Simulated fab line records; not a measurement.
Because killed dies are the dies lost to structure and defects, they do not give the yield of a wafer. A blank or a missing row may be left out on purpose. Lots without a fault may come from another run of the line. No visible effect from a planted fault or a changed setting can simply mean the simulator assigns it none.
The tool behind it: which one? || flow n5 finfet || Sampling: 9 lots, 27 wafers, 5 of 1938 route steps

WHAT THE GAUGES READ, wafer by wafer
N5_BEOL_M4_INSPECT_59: inspects for defects (darkfield).
{"lot": "L542", "measured": "day 8 13:35", "on": "defect inspect-02", "raw defect count": "68 63 69"}
{"lot": "L543", "measured": "day 8 23:08", "on": "defect inspect-01", "raw defect count": "40 47 84"}
{"lot": "L545", "measured": "day 9 17:19", "on": "defect inspect-02", "raw defect count": "52 65 82"}
{"lot": "L544", "measured": "day 9 21:56", "on": "defect inspect-02", "raw defect count": "68 60 74"}
{"lot": "L551", "measured": "day 10 17:03", "on": "defect inspect-01", "raw defect count": "88 79 98"}
{"lot": "L554", "measured": "day 11 16:20", "on": "defect inspect-02", "raw defect count": "1619 1623 1587"}
{"lot": "L555", "measured": "day 11 20:43", "on": "defect inspect-02", "raw defect count": "1496 1535 1522"}
{"lot": "L556", "measured": "day 12 04:26", "on": "defect inspect-01", "raw defect count": "81 73 177"}
{"lot": "L563", "measured": "day 13 21:26", "on": "defect inspect-02", "raw defect count": "48 106 97"}

EACH LOT AND THE TOOL THAT RAN IT (in order: tool; ch and the chambers of the sampled wafers; start)
{"lot": "L542", "N5_BEOL_M4_SPUTTER_48": "pvd sputter-03, day 8 10:46", "N5_BEOL_M4_ANNEAL_80": "pvd sputter-03, day 8 11:04", "N5_BEOL_M4_SPUTTER_92": "pvd sputter-03, day 8 12:05", "N5_BEOL_M4_CO_CAP_55": "cvd co-01 ch 0,1,2, day 8 13:23"}
{"lot": "L543", "N5_BEOL_M4_SPUTTER_48": "pvd sputter-03, day 8 20:05", "N5_BEOL_M4_ANNEAL_80": "pvd sputter-03, day 8 20:23", "N5_BEOL_M4_SPUTTER_92": "pvd sputter-03, day 8 21:24", "N5_BEOL_M4_CO_CAP_55": "cvd co-01 ch 0,1,2, day 8 22:54"}
{"lot": "L545", "N5_BEOL_M4_SPUTTER_48": "pvd sputter-01, day 9 14:28", "N5_BEOL_M4_ANNEAL_80": "pvd sputter-01, day 9 14:46", "N5_BEOL_M4_SPUTTER_92": "pvd sputter-01, day 9 15:47", "N5_BEOL_M4_CO_CAP_55": "cvd co-01 ch 0,1, day 9 17:05"}
{"lot": "L544", "N5_BEOL_M4_SPUTTER_48": "pvd sputter-01, day 9 19:06", "N5_BEOL_M4_ANNEAL_80": "pvd sputter-01, day 9 19:24", "N5_BEOL_M4_SPUTTER_92": "pvd sputter-01, day 9 20:25", "N5_BEOL_M4_CO_CAP_55": "cvd co-02 ch 0,1,2, day 9 21:43"}
{"lot": "L551", "N5_BEOL_M4_SPUTTER_48": "pvd sputter-03, day 10 14:13", "N5_BEOL_M4_ANNEAL_80": "pvd sputter-03, day 10 14:31", "N5_BEOL_M4_SPUTTER_92": "pvd sputter-03, day 10 15:32", "N5_BEOL_M4_CO_CAP_55": "cvd co-01 ch 1,2, day 10 16:50"}
{"lot": "L554", "N5_BEOL_M4_SPUTTER_48": "pvd sputter-01, day 11 13:30", "N5_BEOL_M4_ANNEAL_80": "pvd sputter-01, day 11 13:48", "N5_BEOL_M4_SPUTTER_92": "pvd sputter-01, day 11 14:49", "N5_BEOL_M4_CO_CAP_55": "cvd co-01 ch 0,1, day 11 16:08"}
{"lot": "L555", "N5_BEOL_M4_SPUTTER_48": "pvd sputter-01, day 11 17:05", "N5_BEOL_M4_ANNEAL_80": "pvd sputter-01, day 11 17:23", "N5_BEOL_M4_SPUTTER_92": "pvd sputter-01, day 11 18:24", "N5_BEOL_M4_CO_CAP_55": "cvd co-01 ch 0,1,2, day 11 20:31"}
{"lot": "L556", "N5_BEOL_M4_SPUTTER_48": "pvd sputter-01, day 12 01:21", "N5_BEOL_M4_ANNEAL_80": "pvd sputter-01, day 12 01:39", "N5_BEOL_M4_SPUTTER_92": "pvd sputter-01, day 12 02:40", "N5_BEOL_M4_CO_CAP_55": "cvd co-02 ch 0,1, day 12 04:11"}
{"lot": "L563", "N5_BEOL_M4_SPUTTER_48": "pvd sputter-03, day 13 18:36", "N5_BEOL_M4_ANNEAL_80": "pvd sputter-03, day 13 18:54", "N5_BEOL_M4_SPUTTER_92": "pvd sputter-03, day 13 19:55", "N5_BEOL_M4_CO_CAP_55": "cvd co-02 ch 0,1,2, day 13 21:14"}
- N5_BEOL_M4_SPUTTER_48: material Cu, target thk 4.5 nm, time 8.29 s.
- N5_BEOL_M4_ANNEAL_80: time 240 s.
- N5_BEOL_M4_SPUTTER_92: material Cu, target thk 4.5 nm, time 8.29 s.
- N5_BEOL_M4_CO_CAP_55: material Co, precursor CCTBA/H2, target thk 2 nm, time 102.1 s.

THE ANSWER, worked out from the rows above alone
Rule: usual is defined by the lots themselves. The widest of any qualifying gaps counts: lots, ordered by their means at a reading, are off when they make up no more than a third of the lots, leave a main group of 4 or more, and stand apart from it by 3 or more times the standard deviation of that group's means. The tables above print the reading to a certain number of digits; a main group whose means all agree to those digits is not used. A lot without any number at a reading at which 4 lots or more have one is off too. Any other lot the step has rows for is counted as sound.
Off: L554, L555 (N5_BEOL_M4_INSPECT_59, raw defect count). Main group: mean 77, sd 17.
If a tool, at a process step before that reading, ran all the lots that are off and no sound lot after the first of them, it fits. Gauges at N5_BEOL_M4_INSPECT_59: tried the same way as those tools. One candidate fits, namely cvd co-01 at N5_BEOL_M4_CO_CAP_55. Its last sound lot is L551 (day 10 16:50), its first lot that is off L554 (day 11 16:08): a fault that began between those two fits.

WHAT THE SIMULATOR HAD INSERTED
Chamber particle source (cvd co-01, N5_BEOL_M4_CO_CAP_55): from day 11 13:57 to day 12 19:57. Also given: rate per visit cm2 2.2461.
Struck lots among those shown: L554, L555. Same finding as the rule above.
